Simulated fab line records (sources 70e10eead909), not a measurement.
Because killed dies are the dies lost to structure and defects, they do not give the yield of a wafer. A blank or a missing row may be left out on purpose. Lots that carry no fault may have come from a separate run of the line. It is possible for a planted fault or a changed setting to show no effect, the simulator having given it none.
Chamber matching + flow nand_harc + 4 sister chambers for NHARC_P_M2_ETCH_35 on rie_diel-11
The step etches the open film in N2/H2, target depth 40 nm, overetch 12 nm, time 43.94 s. 24 wafers are shown with their chamber, then 12 later ones without.

== WAFERS PAIRED WITH THEIR CHAMBERS ==
| wafer  | chamber | showerhead_plenum_p_Torr (Torr) | drypump_motor_current_A (A) | rf_vpp_V (V) |
|--------|---------|---------------------------------|-----------------------------|--------------|
| L074.2 | 2       | 1.91                            | 5.5                         | 426.8        |
| L074.4 | 3       | 1.99                            | 5.0                         | 428.6        |
| L074.6 | 0       | 2.14                            | 5.2                         | 432.6        |
| L075.2 | 0       | 2.14                            | 5.3                         | 432.2        |
| L075.3 | 1       | 2.19                            | 5.6                         | 434.4        |
| L075.5 | 3       | 1.98                            | 5.0                         | 429.5        |
| L077.2 | 0       | 2.14                            | 5.3                         | 433.6        |
| L077.3 | 2       | 1.91                            | 5.6                         | 426.9        |
| L077.5 | 1       | 2.19                            | 5.6                         | 435.0        |
| L078.2 | 0       | 2.14                            | 5.2                         | 433.2        |
| L078.3 | 3       | 1.98                            | 5.0                         | 428.6        |
| L078.5 | 0       | 2.14                            | 5.2                         | 432.0        |
| L079.3 | 2       | 1.91                            | 5.6                         | 425.8        |
| L079.4 | 1       | 2.19                            | 5.6                         | 433.4        |
| L079.5 | 0       | 2.14                            | 5.2                         | 433.0        |
| L083.1 | 2       | 1.91                            | 5.5                         | 428.3        |
| L083.2 | 1       | 2.19                            | 5.6                         | 432.8        |
| L083.3 | 0       | 2.14                            | 5.3                         | 432.4        |
| L088.2 | 0       | 2.14                            | 5.3                         | 432.1        |
| L088.5 | 3       | 1.98                            | 5.0                         | 428.3        |
| L088.6 | 0       | 2.14                            | 5.3                         | 433.2        |
| L089.1 | 1       | 2.19                            | 5.6                         | 433.6        |
| L089.2 | 2       | 1.91                            | 5.5                         | 426.3        |
| L089.6 | 0       | 2.14                            | 5.2                         | 432.5        |

SIGNATURES (means of the wafers above)
| reading                  | chamber 0 | chamber 1 | chamber 2 | chamber 3 | scatter within a chamber |
|--------------------------|-----------|-----------|-----------|-----------|--------------------------|
| showerhead_plenum_p_Torr | 2.1400    | 2.1900    | 1.9100    | 1.9825    | 0.00194                  |
| drypump_motor_current_A  | 5.250     | 5.600     | 5.540     | 5.000     | 0.043                    |
| rf_vpp_V                 | 432.680   | 433.840   | 426.820   | 428.750   | 0.705                    |
Rule: for each reading, subtract the chamber's mean from the wafer's reading, divide by that reading's scatter and square the result; add these up over the readings and take the root, which gives the wafer's distance from the chamber. The wafer belongs to the nearest chamber; if the next one is less than 2 further off, it can't be placed. The scatter: take each reading less its chamber's mean, square it, sum over the shown wafers, divide by the number of wafers less the number of chambers, and take the root.

== WAFERS WITHOUT THEIR CHAMBER ==
| wafer  | showerhead_plenum_p_Torr (Torr) | drypump_motor_current_A (A) | rf_vpp_V (V) |
|--------|---------------------------------|-----------------------------|--------------|
| L094.3 | 2.19                            | 5.6                         | 434.2        |
| L094.4 | 1.91                            | 5.5                         | 427.5        |
| L094.5 | 1.91                            | 5.5                         | 427.0        |
| L093.2 | 2.14                            | 5.2                         | 433.8        |
| L093.3 | 2.18                            | 5.6                         | 434.4        |
| L093.5 | 1.91                            | 5.5                         | 427.9        |
| L095.1 | 2.14                            | 5.3                         | 435.4        |
| L095.2 | 1.91                            | 5.5                         | 427.7        |
| L095.4 | 2.19                            | 5.6                         | 435.9        |
| L096.3 | 1.91                            | 5.5                         | 426.7        |
| L096.5 | 1.91                            | 5.5                         | 428.1        |
| L096.6 | 2.19                            | 5.6                         | 435.0        |

== EACH ONE'S CHAMBER ==
| wafer  | from the rows above | in truth |
|--------|---------------------|----------|
| L094.3 | 1                   | 1        |
| L094.4 | 2                   | 2        |
| L094.5 | 2                   | 2        |
| L093.2 | 0                   | 0        |
| L093.3 | 1                   | 1        |
| L093.5 | 2                   | 2        |
| L095.1 | 0                   | 0        |
| L095.2 | 2                   | 2        |
| L095.4 | 1                   | 1        |
| L096.3 | 2                   | 2        |
| L096.5 | 2                   | 2        |
| L096.6 | 1                   | 1        |
Correct placement for 12 of the 12. Not placeable from these rows: 0. Placed wrongly: 0.
